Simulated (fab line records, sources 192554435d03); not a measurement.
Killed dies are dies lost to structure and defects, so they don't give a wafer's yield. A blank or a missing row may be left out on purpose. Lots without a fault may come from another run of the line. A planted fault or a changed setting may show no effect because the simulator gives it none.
Problem report in the 8D (eight disciplines) form, filled by code | flow n5_finfet | the parts of the form that need people (team, actions taken, sign-off) are left out

1. THE PROBLEM
cd_nm at N5_WELL_APT_CD_MEAS_25 reads a mean of 186.0 nm on 2 wafers of 2 lots; wafers without a fault read 200.2 nm with a standard deviation of 2.6. That is -5.5 standard deviations from the usual mean.
The step: target cd 200 nm.
First seen on wafer L466.2, day 4 03:03, on cd_sem-02. The record holds 18 wafers of 6 lots with a number at this step. Rule for "out", or "out of limits": more than 4 standard deviations from the usual mean. The other wafers with a number count as sound.

2. WHAT IT IS AND WHAT IT IS NOT
question                    | is                   | is not
which readings at this step | cd_nm                | -
which lots                  | L466, L468           | L456, L459, L470, L475
which wafers of those lots  | L466.2, L468.6       | L466.3, L466.5, L468.4, L468.5
read on which gauges        | cd_sem-01, cd_sem-02 | -
when                        | from day 4 03:03     | up to then (8 sound wafers); but 8 sound wafers of L468, L470, L475 came after

3. SUSPECTS, AND WHAT RULES EACH OUT
Counting: a tool at a process step up to the reading stays a suspect if it ran every lot that is out. Sound lots after the first of them don't rule it out here, since some wafers of a struck lot are sound.
- the gauge at N5_WELL_APT_CD_MEAS_25: ruled out. The wafers that are out were read on 2 gauges (cd_sem-01, cd_sem-02).
- rie_diel-02 at N5_WELL_APT_DESCUM_13 (chemistry O2, time 7.9 s): kept. It ran every lot that is out, first L466 (day 4 02:00); its last sound lot up to then is L459 (day 2 07:39).
- krf_scanner-01 at N5_WELL_APT_EXPOSE_22 (exposes mask PWELL, defocus 0 nm, target cd 200 nm): kept. It ran every lot that is out, first L466 (day 4 02:53); its last sound lot up to then is L459 (day 2 08:39).
Left after counting: rie_diel-02 at N5_WELL_APT_DESCUM_13, krf_scanner-01 at N5_WELL_APT_EXPOSE_22.

4. THE CAUSE (what the simulator had put in)
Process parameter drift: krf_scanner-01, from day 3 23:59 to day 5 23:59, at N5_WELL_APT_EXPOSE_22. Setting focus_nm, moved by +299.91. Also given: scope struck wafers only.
Counting left 2 suspects, and this tool is among them.

5. THE CHAIN OF EFFECTS, in route order
Each row: a reading whose mean over the struck wafers that have a number lies more than 3 standard deviations from the usual. Only readings for which the record gives a usual standard deviation are gone through. hours: the time from each lot's start at the first step in this table that gives one to its start at this step, as a median over the lots. sigmas: the change in usual standard deviations.
hours | step                   | reading | usual    | on struck wafers | change | sigmas
0     | N5_WELL_APT_CD_MEAS_25 | cd_nm   | 200.2 nm | 186.0            | -14.2  | -5.5
Later measuring or inspecting steps at which every struck wafer that the step has a row for has a number for every such reading, and none has moved that far: N5_WELL_APT_OVL_MEAS_26, N5_WELL_APT_INSPECT_27, N5_BEOL_M4_RC_MEAS_101.

6. WHAT WOULD HAVE CAUGHT IT SOONER
In this record the first reading out of limits at a measuring or inspecting step was taken at day 4 03:03, 3 hours after the fault began at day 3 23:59.
Of the tool readings at N5_WELL_APT_EXPOSE_22 for which the record gives a usual standard deviation, none was out on any struck wafer, so an alarm limit of 4 standard deviations on them would not have fired.
Of the lots that are out (2), L468 began N5_WELL_APT_EXPOSE_22 on krf_scanner-01 after day 4 03:03. A hold on the tool at that time would have spared it.
